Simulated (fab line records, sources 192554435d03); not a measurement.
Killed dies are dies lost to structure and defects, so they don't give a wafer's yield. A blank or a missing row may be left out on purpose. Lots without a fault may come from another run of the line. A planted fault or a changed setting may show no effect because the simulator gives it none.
Chamber matching | flow n5_finfet | N5_BEOL_M6_DESCUM_33 on rie_diel-05: 4 sister chambers
The step chemistry O2, time 7 s. 16 wafers are shown with their chamber, then 8 later ones without.

WAFERS WITH THEIR CHAMBER
wafer  | chamber | drypump_motor_current_A (A) | showerhead_plenum_p_Torr (Torr) | throttle_valve_pct (%)
L075.3 | 0       | 5.6                         | 2.08                            | 20.4
L075.4 | 2       | 6.2                         | 2.14                            | 20.2
L075.6 | 0       | 5.6                         | 2.08                            | 20.4
L082.1 | 2       | 6.1                         | 2.13                            | 20.3
L082.5 | 2       | 6.1                         | 2.13                            | 20.3
L082.6 | 1       | 5.3                         | 2.20                            | 20.3
L085.4 | 3       | 5.9                         | 2.11                            | 20.9
L085.5 | 1       | 5.3                         | 2.20                            | 20.3
L085.6 | 2       | 6.1                         | 2.13                            | 20.3
L086.1 | 1       | 5.3                         | 2.20                            | 20.3
L086.3 | 2       | 6.2                         | 2.13                            | 20.3
L086.4 | 0       | 5.6                         | 2.07                            | 20.0
L084.1 | 3       | 5.9                         | 2.10                            | 20.9
L084.2 | 1       | 5.3                         | 2.20                            | 20.3
L084.4 | 0       | 5.6                         | 2.07                            | 20.0
L088.3 | 0       | 5.6                         | 2.07                            | 20.0

SIGNATURES (means of the wafers above)
reading                  | chamber 0 | chamber 1 | chamber 2 | chamber 3 | scatter within a chamber
drypump_motor_current_A  | 5.600     | 5.300     | 6.140     | 5.900     | 0.0316
showerhead_plenum_p_Torr | 2.0740    | 2.2000    | 2.1320    | 2.1050    | 0.00456
throttle_valve_pct       | 20.160    | 20.300    | 20.280    | 20.900    | 0.129
Rule: a wafer's distance from a chamber is the root of the sum, over the readings, of the square of ((its reading less the chamber's mean) divided by the reading's scatter). The wafer belongs to the nearest chamber; if the next one is less than 2 further off, it can't be placed. The scatter: the root of (the sum of the squares of (reading less its chamber's mean) over the shown wafers, divided by (wafers less chambers)).

WAFERS WITHOUT THEIR CHAMBER
wafer  | drypump_motor_current_A (A) | showerhead_plenum_p_Torr (Torr) | throttle_valve_pct (%)
L088.5 | 6.1                         | 2.13                            | 20.2
L088.6 | 5.8                         | 2.10                            | 20.9
L090.1 | 5.6                         | 2.07                            | 20.0
L090.2 | 5.8                         | 2.10                            | 20.9
L090.3 | 5.3                         | 2.20                            | 20.3
L090.4 | 6.1                         | 2.13                            | 20.2
L090.5 | 5.6                         | 2.07                            | 20.0
L090.6 | 5.9                         | 2.10                            | 20.9

WHICH CHAMBER EACH WENT THROUGH
wafer  | from the rows above | in truth
L088.5 | 2                   | 2
L088.6 | 3                   | 3
L090.1 | 0                   | 0
L090.2 | 3                   | 3
L090.3 | 1                   | 1
L090.4 | 2                   | 2
L090.5 | 0                   | 0
L090.6 | 3                   | 3
Placed correctly: 8 of 8. Can't be placed from these rows: 0. Placed wrongly: 0.
